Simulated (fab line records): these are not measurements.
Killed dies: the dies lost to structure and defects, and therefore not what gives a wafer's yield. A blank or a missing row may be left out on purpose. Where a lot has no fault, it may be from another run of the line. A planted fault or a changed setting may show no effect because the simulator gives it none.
Struck lot and sound lot, side by side || flow nand_harc || 12 steps out of a route of 1159
Sound: the wafers L273.1, L273.4, L273.6. Wafers struck: L266.4, L266.5, L266.6. The cause comes at the end.
Per side, at each step with rows, come the tool, then ch with its chambers, and then its first start. Under that, the readings that differ: sound wafers || struck wafers || difference of the means || sigmas: that difference in standard deviations of wafers without a fault.
alike: readings whose means differ by less than 2 such deviations, and words and numbers that are the same on both sides. not compared: withheld readings, readings that some wafer has no value for, bounds like >300 that may hide the same value, and numbers for which the record gives no deviation and whose values overlap.
A row with sigmas, a row that says differs or no value, or rows on one side alone: a step with any of these is where the two part. When numbers do not overlap yet have no deviation, they are printed without sigmas and do not part them. Lack of a reading on every wafer of one side parts them only where that side has two or more wafers.

NHARC_A_BLC_CVD_24: deposits W, target thk 150 nm, time 434 s.
  sound on cvd_w-02 ch 0,1; struck on cvd_w-02 ch 0,1
  alike: heater_power_w, throttle_valve_pct
NHARC_A_BLC_CMP_25: polishes, t overpolish 30 s, target thk 150 nm.
  sound on cmp-02 ch 0,1,3, day 21 10:02; struck on cmp-02 ch 1,2,3, day 19 19:44
  alike: motor_current_A, overpolish_run_s, time_to_endpoint_s
then, 8 steps without rows for these wafers: NHARC_A_BLC_SRD_27; NHARC_A_M0_DEP_00 (deposits SiOC, target thk 150 nm); NHARC_A_M0_DEHYDRATE_01 (time 120 s); NHARC_A_M0_HMDS_02 (time 30 s); NHARC_A_M0_COAT_33 (time 65 s); NHARC_A_M0_COAT_03 (resist thk 90 nm); NHARC_A_M0_SOFTBAKE_04 (time 55 s); NHARC_A_M0_EBR_05.
NHARC_A_M0_EXPOSE_06: exposes mask A M0, target cd 80 nm.
  struck on arfi_scanner-01, day 19 20:43; sound on arfi_scanner-01 ch 0, day 21 11:01
  no value came back on the struck wafers for exposure_dose_mJ_cm2, focus_offset_nm (nm); on the sound wafers exposure_dose_mJ_cm2 reads 83.22 83.26 83.17
  alike: mask
then, 1 step without rows for these wafers: NHARC_A_M0_PEB_07 (peb time 65 s).

WHERE THEY PART
Only at NHARC_A_M0_EXPOSE_06, within this record.

WHY: what the simulator had put in
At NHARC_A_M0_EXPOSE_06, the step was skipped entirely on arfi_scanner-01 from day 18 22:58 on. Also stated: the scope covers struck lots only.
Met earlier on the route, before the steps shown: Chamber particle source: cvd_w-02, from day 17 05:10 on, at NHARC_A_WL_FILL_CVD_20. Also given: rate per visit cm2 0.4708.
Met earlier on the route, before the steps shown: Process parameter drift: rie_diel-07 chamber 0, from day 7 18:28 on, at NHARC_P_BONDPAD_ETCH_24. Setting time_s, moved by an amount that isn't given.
